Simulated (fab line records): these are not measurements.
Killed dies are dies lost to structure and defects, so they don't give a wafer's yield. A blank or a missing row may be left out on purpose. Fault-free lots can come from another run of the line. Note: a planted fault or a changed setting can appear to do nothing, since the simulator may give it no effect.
fab line records | flow nandHarc
record lots=11 | wafers=33 | lastDay=34
route steps=1302 shown A_M0@1151 A_M1@1177 END@1302
lots untouched by any fault: they come from a run of this same line in which no faults occurred
startH: start of the lot's first displayed wafer, in hours after the record's first day | waitH: how many hours have passed since the lot's step before this one | " as in the row above | L1.1+2: several wafers, shown together as one row | - no value present, or no start provided | * or withheld: withheld | < > ~ a bound
route shown NAME@n: names a module that has steps shown in the file, with the first one's number in the route | usual: the fault-free wafers' mean and standard deviation | same: alike in all rows | chamber/n: place in a boat | sites: per-site readings | _std_site: their standard deviation | _edge_site: inner sites' mean taken away from outer sites' mean | radiusMm: how far each site lies from the wafer's centre | mask NAME#n: copy n | behind: the last tool/chamber to shape the wafer | hold: reason for holding the lot/hours on hold/outcome of the hold | device: the transistor (n, p or np) that didn't switch | end of line: the tests these same wafers got at the end of their route | a step without rows: its recipe alone | killed: dies that structure and defects cost at the first sort, which is not the same as the wafer's yield | map: shows each die of a wafer: x if killed, . if not, _ if none is there
set.NAME: the setting as run; set.NAME@STEP: as run at that earlier step | model.NAME: the simulator's own value behind a step, which no gauge read
route steps across a sampled set of lots; one table per step, one row per wafer
services: a tool's chamber out of use, with start hour (startH, from the record's first day; less than 0 if before it), hours out, and reason
## steps
# step NHARC_A_M0_ETCH_34
# recipe targetDepthA=400 | overetchA=120 | timeS=43.94 | ionEnergyEv=200 | n2FlowSccm=150 | h2FlowSccm=150 | arFlowSccm=0 | rfW=400 | biasW=150 | chemistry=N2/H2
# usual drypumpMotorCurrentA=5.7/0.62 | n2FlowSccm=150.0/0.5 | oesProductAu=0.996/0.0083 | rfFwdPowerW=395.8/1.8 | rfVppV=430.6/2.2 | showerheadPlenumPTorr=2.04/0.076 | throttleValvePct=14.172/0.0086
lot.wafer | tool       | chamber | startH | waitH | drypumpMotorCurrentA | n2FlowSccm | oesProductAu | rfFwdPowerW | rfHoursCounterH | rfVppV | showerheadPlenumPTorr | throttleValvePct
L458.3    | rieDiel-13 | 3       | 547.07 | 0.1   | 5.3                  | 149.6      | 0.997        | 397.4       | 0.4             | 430.2  | 2.11                  | 14.171
L458.4    | "          | 1       | "      | "     | 5.8                  | 149.9      | 0.998        | 395.0       | 0.5             | 432.5  | 2.12                  | 14.179
L458.5    | "          | 0       | "      | "     | 6.4                  | 149.5      | 0.988        | 396.7       | -               | 428.0  | 1.97                  | 14.186
L461.4    | rieDiel-04 | 2       | 567.26 | 0.1   | 5.7                  | 150.5      | 0.995        | 395.8       | 1.1             | 429.0  | 1.99                  | 14.162
L461.2    | "          | 0       | "      | "     | 5.7                  | 149.3      | 0.992        | 396.7       | 0.8             | 430.0  | 2.03                  | 14.178
L461.6    | "          | 3       | "      | "     | 6.8                  | 150.9      | 0.990        | 396.8       | -               | 432.6  | 2.12                  | 14.177
L460.3    | rieDiel-13 | 2       | 571.05 | 0.1   | 5.2                  | 151.3      | 1.004        | 395.1       | 2.0             | 427.3  | 1.92                  | 14.175
L460.6    | "          | 2       | "      | "     | 5.2                  | 150.8      | 1.001        | 394.5       | -               | 427.7  | 1.92                  | 14.181
L460.5    | "          | 3       | "      | "     | 5.3                  | 149.5      | 0.997        | 396.2       | -               | 432.5  | 2.11                  | 14.168
L468.1    | rieDiel-04 | 0       | 643.87 | 0.1   | 5.8                  | 150.2      | 0.994        | 396.9       | 5.0             | 431.9  | 2.03                  | 14.173
L468.2    | "          | 3       | "      | "     | 6.8                  | 149.9      | 1.006        | 393.0       | 4.3             | 431.0  | 2.11                  | 14.180
L468.6    | "          | 1       | "      | "     | 4.9                  | 149.4      | 1.004        | 393.9       | -               | 431.5  | 2.04                  | 14.193
L467.3    | rieDiel-13 | 2       | 653.24 | 0.1   | 5.2                  | 150.2      | 1.004        | 396.9       | 6.9             | 426.4  | 1.91                  | 14.173
L467.5    | "          | 0       | "      | "     | 6.4                  | 149.2      | 0.980        | 397.3       | -               | 427.1  | 1.96                  | 14.171
L467.6    | "          | 1       | "      | "     | 5.8                  | 149.7      | 1.004        | 397.0       | -               | 433.4  | 2.12                  | 14.169
L466.2    | rieDiel-04 | 0       | 662.57 | 0.1   | 5.8                  | 149.9      | 0.991        | 397.5       | 5.2             | 430.9  | 2.02                  | 14.176
L466.4    | "          | 1       | "      | "     | 4.9                  | 151.0      | 0.994        | 394.7       | 4.6             | 432.5  | 2.04                  | 14.154
L466.6    | "          | 3       | "      | "     | 6.8                  | 149.8      | 0.989        | 393.6       | -               | 434.0  | 2.11                  | 14.167
L473.4    | rieDiel-13 | 0       | 668.92 | 0.1   | 6.4                  | 149.8      | 0.997        | 395.7       | 7.6             | 428.6  | 1.96                  | 14.176
L473.1    | "          | 2       | "      | "     | 5.1                  | 149.5      | 1.002        | 396.3       | 7.4             | 427.4  | 1.91                  | 14.149
L473.2    | "          | 3       | "      | "     | 5.3                  | 149.9      | 0.996        | 393.8       | 7.9             | 431.7  | 2.10                  | 14.172
L475.4    | rieDiel-06 | 3       | 702.65 | 0.1   | 4.8                  | 149.9      | 0.986        | 398.0       | 1.4             | 432.6  | 2.11                  | 14.169
L475.5    | "          | 3       | "      | "     | 4.8                  | 150.3      | 0.997        | 396.3       | -               | 432.5  | 2.11                  | 14.169
L475.6    | "          | 0       | "      | "     | 6.3                  | 149.3      | 1.010        | 395.5       | -               | 434.2  | 2.14                  | 14.153
L474.3    | rieDiel-13 | 3       | 705.19 | 0.1   | 5.3                  | 149.9      | 0.998        | 397.7       | 0.0             | 432.2  | 2.10                  | 14.167
L474.1    | "          | 0       | "      | "     | 6.4                  | 150.2      | 0.986        | 394.8       | 0.0             | 428.6  | 1.96                  | 14.175
L474.2    | "          | 2       | "      | "     | 5.2                  | 150.9      | 0.992        | 394.8       | 0.0             | 428.1  | 1.91                  | 14.178
L478.2    | rieDiel-13 | 3       | 752.31 | 0.1   | 5.3                  | 149.3      | 1.004        | 393.9       | 1.9             | 431.5  | 2.10                  | 14.176
L478.1    | "          | 1       | "      | "     | 5.7                  | 150.3      | 0.985        | 395.4       | 2.3             | 432.3  | 2.12                  | 14.173
L478.6    | "          | 3       | "      | "     | 5.3                  | 149.5      | 0.982        | 394.8       | -               | 431.8  | 2.10                  | 14.172
L479.3    | rieDiel-06 | 0       | 756.54 | 0.1   | 6.3                  | 149.6      | 1.000        | 395.3       | 3.6             | 432.2  | 2.13                  | 14.168
L479.4    | "          | 1       | "      | "     | 4.9                  | 150.1      | 1.003        | 396.3       | -               | 431.6  | 2.04                  | 14.173
L479.5    | "          | 3       | "      | "     | 4.8                  | 150.3      | 0.992        | 397.3       | -               | 433.5  | 2.11                  | 14.153
# step NHARC_A_M0_INSPECT_27
# usual rawDefectCount=508/110
lot.wafer | tool             | chamber | startH | waitH | rawDefectCount
L458.3    | defectInspect-02 | -       | 549.92 | 0.0   | 602
L458.4    | "                | -       | "      | "     | 557
L458.5    | "                | -       | "      | "     | 634
L461.2    | defectInspect-02 | -       | 569.75 | 0.0   | 529
L461.4    | "                | -       | "      | "     | 585
L461.6    | "                | -       | "      | "     | 551
L460.3    | defectInspect-02 | -       | 573.45 | 0.0   | 520
L460.5    | "                | -       | "      | "     | 502
L460.6    | "                | -       | "      | "     | 553
L468.1    | defectInspect-02 | -       | 646.25 | 0.0   | 574
L468.2    | "                | -       | "      | "     | 457
L468.6    | "                | -       | "      | "     | 527
L467.3    | defectInspect-01 | -       | 655.68 | 0.0   | 291
L467.5    | "                | -       | "      | "     | 441
L467.6    | "                | -       | "      | "     | 390
L466.2    | defectInspect-01 | -       | 665.00 | 0.0   | 464
L466.4    | "                | -       | "      | "     | 531
L466.6    | "                | -       | "      | "     | 495
L473.1    | defectInspect-01 | -       | 671.30 | 0.0   | 563
L473.2    | "                | -       | "      | "     | 644
L473.4    | "                | -       | "      | "     | 432
L475.4    | defectInspect-02 | -       | 705.04 | 0.0   | 654
L475.5    | "                | -       | "      | "     | 557
L475.6    | "                | -       | "      | "     | 1057
L474.1    | defectInspect-01 | -       | 707.59 | 0.0   | 571
L474.2    | "                | -       | "      | "     | 502
L474.3    | "                | -       | "      | "     | 648
L478.1    | defectInspect-01 | -       | 754.73 | 0.0   | 578
L478.2    | "                | -       | "      | "     | 567
L478.6    | "                | -       | "      | "     | 594
L479.3    | defectInspect-01 | -       | 758.95 | 0.0   | 349
L479.4    | "                | -       | "      | "     | 365
L479.5    | "                | -       | "      | "     | 373
# step NHARC_A_M1_PEB_07
# recipe pebTempC=100 | pebTimeS=65
lot.wafer  | tool          | chamber | startH | waitH
L458.3+4+5 | lithoTrack-04 | 0       | 551.52 | 0.0
L461.2+4+6 | lithoTrack-06 | 0       | 571.56 | 0.1
L460.3+5+6 | lithoTrack-01 | 0       | 574.77 | 0.0
L468.1+2+6 | lithoTrack-01 | 0       | 647.88 | 0.1
L467.3+5+6 | lithoTrack-01 | 0       | 657.00 | 0.0
L466.2+4+6 | lithoTrack-01 | 0       | 666.33 | 0.1
L473.1+2+4 | lithoTrack-04 | 0       | 672.60 | 0.1
L475.4+5+6 | lithoTrack-01 | 0       | 706.22 | 0.0
L474.1+2+3 | lithoTrack-01 | 0       | 708.90 | 0.1
L478.1+2+6 | lithoTrack-04 | 0       | 756.05 | 0.1
L479.3+4+5 | lithoTrack-04 | 0       | 760.27 | 0.0
# step NHARC_A_M1_CD_MEAS_09
# recipe targetCdNm=120 | landingEnergyEv=500
# usual cdNm=120.0/0.64
lot.wafer | tool     | chamber | startH | waitH | hold                    | cdNm
L458.3    | cdSem-01 | 0       | 551.60 | -     | -                       | 120.4
L458.4    | "        | 0       | "      | "     | -                       | 119.5
L458.5    | "        | 0       | "      | "     | -                       | 120.5
L461.2    | cdSem-03 | 0       | 571.65 | -     | -                       | 119.4
L461.4    | "        | 0       | "      | "     | -                       | 119.9
L461.6    | "        | 0       | "      | "     | -                       | 118.6
L460.3    | cdSem-02 | 0       | 574.85 | -     | -                       | 120.0
L460.5    | "        | 0       | "      | "     | -                       | 120.5
L460.6    | "        | 0       | "      | "     | -                       | 119.2
L468.1    | cdSem-01 | 0       | 647.96 | -     | -                       | 119.8
L468.2    | "        | 0       | "      | "     | -                       | 118.4
L468.6    | "        | 0       | "      | "     | -                       | 119.6
L467.3    | cdSem-03 | 0       | 657.08 | -     | -                       | 118.0
L467.5    | "        | 0       | "      | "     | -                       | 119.9
L467.6    | "        | 0       | "      | "     | -                       | 119.4
L466.2    | cdSem-03 | 0       | 666.41 | -     | -                       | 119.6
L466.4    | "        | 0       | "      | "     | -                       | 120.2
L466.6    | "        | 0       | "      | "     | -                       | 120.3
L473.1    | cdSem-03 | 0       | 672.68 | -     | -                       | 119.8
L473.2    | "        | 0       | "      | "     | -                       | 121.4
L473.4    | "        | 0       | "      | "     | -                       | 119.8
L475.4    | cdSem-02 | 0       | 706.31 | -     | -                       | 122.1
L475.5    | "        | 0       | "      | "     | -                       | 120.8
L475.6    | "        | 0       | "      | "     | -                       | 122.1
L474.1    | cdSem-01 | 0       | 708.98 | -     | awaitDispo/0.2h/release | 122.8
L474.2    | "        | 0       | "      | "     | awaitDispo/0.2h/release | 123.2
L474.3    | "        | 0       | "      | "     | awaitDispo/0.2h/release | 122.4
L474.1    | cdSem-01 | 0       | -      | -     | -                       | 122.7
L474.2    | "        | 0       | "      | "     | -                       | 123.4
L474.3    | "        | 0       | "      | "     | -                       | 122.3
L478.1    | cdSem-01 | 0       | 756.12 | -     | -                       | 119.5
L478.2    | "        | 0       | "      | "     | -                       | 119.9
L478.6    | "        | 0       | "      | "     | -                       | 120.8
L479.3    | cdSem-01 | 0       | 760.35 | -     | -                       | 119.8
L479.4    | "        | 0       | "      | "     | -                       | 121.0
L479.5    | "        | 0       | "      | "     | -                       | 120.3
# step NHARC_A_M1_ETCH_35
# recipe targetDepthA=400 | overetchA=120 | timeS=43.94 | ionEnergyEv=200 | n2FlowSccm=150 | h2FlowSccm=150 | arFlowSccm=0 | rfW=400 | biasW=150 | chemistry=N2/H2
# usual drypumpMotorCurrentA=5.7/0.48 | n2FlowSccm=150.0/0.42 | oesProductAu=0.999/0.01 | rfFwdPowerW=394.0/1.9 | rfVppV=430.1/2.5 | showerheadPlenumPTorr=2.02/0.089 | throttleValvePct=14.171/0.0083
lot.wafer | tool       | chamber | startH | waitH | drypumpMotorCurrentA | n2FlowSccm | oesProductAu | rfFwdPowerW | rfHoursCounterH | rfVppV | showerheadPlenumPTorr | throttleValvePct
L458.4    | rieDiel-02 | 1       | 551.87 | 0.1   | 5.7                  | 150.0      | 0.996        | 396.1       | 4               | 426.8  | 1.94                  | 14.156
L458.3    | "          | 0       | "      | "     | 5.6                  | 149.4      | 0.990        | 394.1       | 4               | 427.6  | 1.94                  | 14.171
L458.5    | "          | 1       | "      | "     | 5.7                  | 149.6      | 0.991        | 397.8       | -               | 428.8  | 1.94                  | 14.178
L461.2    | rieDiel-09 | 2       | 571.94 | 0.1   | 6.4                  | 149.6      | 0.982        | 394.1       | 2               | 430.3  | 2.05                  | 14.170
L461.4    | "          | 2       | "      | "     | 6.4                  | 149.5      | 0.999        | 393.5       | -               | 431.7  | 2.05                  | 14.169
L461.6    | "          | 3       | "      | "     | 5.5                  | 149.5      | 1.016        | 391.7       | -               | 430.3  | 2.02                  | 14.177
L460.3    | rieDiel-11 | 2       | 575.11 | 0.1   | 5.4                  | 150.2      | 0.985        | 395.9       | 8               | 428.3  | 1.95                  | 14.171
L460.5    | "          | 2       | "      | "     | 5.4                  | 150.2      | 0.987        | 395.0       | -               | 427.8  | 1.95                  | 14.184
L460.6    | "          | 3       | "      | "     | 5.7                  | 150.9      | 1.009        | 394.6       | -               | 428.4  | 1.92                  | 14.175
L468.1    | rieDiel-11 | 2       | 648.24 | 0.1   | 5.4                  | 150.2      | 0.996        | 394.1       | 2               | 428.8  | 1.95                  | 14.184
L468.2    | "          | 3       | "      | "     | 5.8                  | 150.0      | 1.002        | 392.5       | 2               | 425.4  | 1.91                  | 14.178
L468.6    | "          | 2       | "      | "     | 5.4                  | 149.7      | 0.992        | 393.4       | -               | 428.5  | 1.95                  | 14.170
L467.3    | rieDiel-09 | 1       | 657.38 | 0.1   | 6.1                  | 150.8      | 1.008        | 394.0       | 8               | 432.4  | 2.06                  | 14.168
L467.5    | "          | 2       | "      | "     | 6.4                  | 149.4      | 0.999        | 393.5       | -               | 432.1  | 2.05                  | 14.180
L467.6    | "          | 3       | "      | "     | 5.4                  | 149.8      | 1.014        | 394.5       | -               | 428.6  | 2.02                  | 14.165
L466.2    | rieDiel-11 | 0       | 666.68 | 0.1   | 5.7                  | 149.8      | 0.997        | 390.6       | 4               | 433.5  | 2.16                  | 14.175
L466.4    | "          | 2       | "      | "     | 5.4                  | 150.1      | 0.982        | 396.8       | 3               | 428.0  | 1.95                  | 14.176
L466.6    | "          | 0       | "      | "     | 5.7                  | 149.6      | 1.000        | 390.2       | -               | 433.5  | 2.16                  | 14.156
L473.2    | rieDiel-11 | 3       | 672.97 | 0.1   | 5.7                  | 149.6      | 1.009        | 395.0       | 4               | 428.3  | 1.91                  | 14.175
L473.4    | "          | 0       | "      | "     | 5.7                  | 150.5      | 0.992        | 391.7       | 5               | 432.2  | 2.16                  | 14.172
L473.1    | "          | 2       | "      | "     | 5.4                  | 149.9      | 0.983        | 394.2       | 3               | 428.2  | 1.95                  | 14.179
L475.4    | rieDiel-11 | 1       | 706.57 | 0.1   | 4.8                  | 150.4      | 0.998        | 397.2       | 5               | 433.8  | 2.16                  | 14.160
L475.5    | "          | 0       | "      | "     | 5.7                  | 150.1      | 1.000        | 392.7       | -               | 434.6  | 2.16                  | 14.170
L475.6    | "          | 1       | "      | "     | 4.8                  | 150.2      | 1.008        | 396.2       | -               | 434.1  | 2.16                  | 14.172
L474.1    | rieDiel-09 | 3       | 711.66 | 0.1   | 5.4                  | 149.9      | 1.006        | 393.0       | 1               | 429.6  | 2.02                  | 14.163
L474.3    | "          | 0       | "      | "     | 6.5                  | 149.8      | 1.021        | 396.4       | 1               | 430.1  | 1.97                  | 14.173
L474.2    | "          | 2       | "      | "     | 6.4                  | 149.8      | 1.003        | 394.3       | 1               | 430.8  | 2.05                  | 14.189
L478.2    | rieDiel-11 | 2       | 756.41 | 0.1   | 5.5                  | 150.9      | 0.972        | 394.8       | 10              | 427.3  | 1.95                  | 14.170
L478.1    | "          | 3       | "      | "     | 5.8                  | 150.1      | 0.994        | 392.4       | 10              | 426.7  | 1.91                  | 14.165
L478.6    | "          | 3       | "      | "     | 5.8                  | 149.9      | 0.997        | 394.6       | -               | 427.5  | 1.91                  | 14.176
L479.3    | rieDiel-02 | 3       | 760.65 | 0.1   | 5.3                  | 149.6      | 1.006        | 395.7       | 0               | 430.6  | 2.01                  | 14.169
L479.4    | "          | 1       | "      | "     | 5.7                  | 149.6      | 1.014        | 395.6       | 0               | 427.6  | 1.94                  | 14.167
L479.5    | "          | 3       | "      | "     | 5.3                  | 150.0      | 1.003        | 395.7       | -               | 429.0  | 2.01                  | 14.184
# step NHARC_END_SORT_01
# recipe tempC=25
# usual defectLimitedYield=91.0/2.6 | killedAtArray=57/17 | killedAtOther=0.5/0.82 | killedAtPeriphery=4.0/2.8 | killedDies=61/18 | killedOpen=2.9/2 | killedShort=2.3/1.7
# same grossDies=677
lot.wafer | tool      | chamber | startH | waitH | defectLimitedYield[%] | killedAtArray | killedAtOther | killedAtPeriphery | killedDies | killedOpen | killedShort
L474.1    | prober-01 | 0       | 754.11 | 2.5   | 91.3                  | 53            | 0             | 6                 | 59         | 4          | 4
L474.2    | prober-01 | 0       | 754.91 | 2.8   | 91.7                  | 51            | 0             | 5                 | 56         | 3          | 2
L474.3    | prober-01 | 0       | 755.72 | 3.1   | 90.3                  | 58            | 0             | 8                 | 66         | 4          | 4
# killed by level:class
L474.1 A_CHANNEL_HOLE_D2:chamberFilmFlake=26 A_CHANNEL_HOLE_D1:chamberFilmFlake=10 P_M2:chamberFilmFlake=3 A_STAIRCASE:chamberFilmFlake=3 A_M0:chamberFilmFlake=3 A_SLIT:chamberFilmFlake=2 A_CONTACT:chamberFilmFlake=2 P_CONTACT:geometricParticle:open=1
L474.2 A_CHANNEL_HOLE_D2:chamberFilmFlake=23 A_CHANNEL_HOLE_D1:chamberFilmFlake=10 P_M2:chamberFilmFlake=4 A_SLIT:chamberFilmFlake=3 A_M0:chamberFilmFlake=2 A_STAIRCASE:chamberFilmFlake=2 A_WL_FILL:chamberFilmFlake=2 A_CONTACT:chamberFilmFlake=2
L474.3 A_CHANNEL_HOLE_D2:chamberFilmFlake=20 A_CHANNEL_HOLE_D1:chamberFilmFlake=17 A_CONTACT:chamberFilmFlake=5 P_M2:chamberFilmFlake=3 A_WL_FILL:chamberFilmFlake=3 A_ONON_D1:geometricParticle:open=2 P_GATE:chamberFilmFlake=2 A_CHANNEL_FILL_D1:chamberFilmFlake=2
## services
tool          | chamber | startH | hours | kind
rieDiel-04    | 2       | 526.47 | 6.6   | repair
rieDiel-04    | -       | 531.90 | 9.0   | pm
rieDiel-09    | 0       | 535.80 | 127.6 | repair
rieDiel-06    | 2       | 550.92 | 6.3   | repair
lithoTrack-04 | -       | 553.00 | 7.0   | pm
rieDiel-11    | 3       | 566.30 | 7.3   | repair
rieDiel-02    | -       | 570.74 | 9.0   | pm
rieDiel-09    | 2       | 586.40 | 5.8   | repair
rieDiel-04    | 3       | 608.83 | 6.3   | repair
rieDiel-11    | -       | 609.50 | 9.0   | pm
rieDiel-13    | 1       | 615.49 | 1.7   | repair
rieDiel-09    | 1       | 636.37 | 12.3  | repair
rieDiel-09    | 2       | 645.53 | 10.0  | repair
rieDiel-11    | -       | 659.81 | 0.3   | repair
rieDiel-06    | -       | 661.25 | 9.0   | pm
rieDiel-09    | -       | 674.13 | 9.0   | pm
rieDiel-02    | 1       | 678.42 | 17.0  | repair
lithoTrack-01 | -       | 680.00 | 7.0   | pm
rieDiel-04    | 1       | 694.28 | 2.6   | repair
rieDiel-13    | -       | 696.00 | 9.0   | pm
rieDiel-04    | -       | 708.90 | 9.0   | pm
rieDiel-11    | 2       | 716.37 | 2.4   | repair
lithoTrack-04 | -       | 728.00 | 7.0   | pm
rieDiel-04    | 2       | 742.29 | 6.2   | repair
## key
firstSign step=NHARC_A_M1_CD_MEAS_09 | reading=visit | direction=added
effect step=NHARC_A_M1_CD_MEAS_09 | reading=cdNm | direction=up | sigmas=3.5 | usual=120.0 | struck=122.2
metAt NHARC_A_M1_PEB_07
struckLots L474,L475
notActingAt NHARC_A_M0_ETCH_34,NHARC_A_M0_INSPECT_27,NHARC_A_M1_ETCH_35
onsetBetween 666.33 706.22
fault kind=processParameterDrift | tool=lithoTrack-01 | chamber=- | onsetH=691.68 | steps=NHARC_A_M1_PEB_07 | channel=pebTimeS | offset=* | shape=step | endH=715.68 | actsIn=* | stated=*
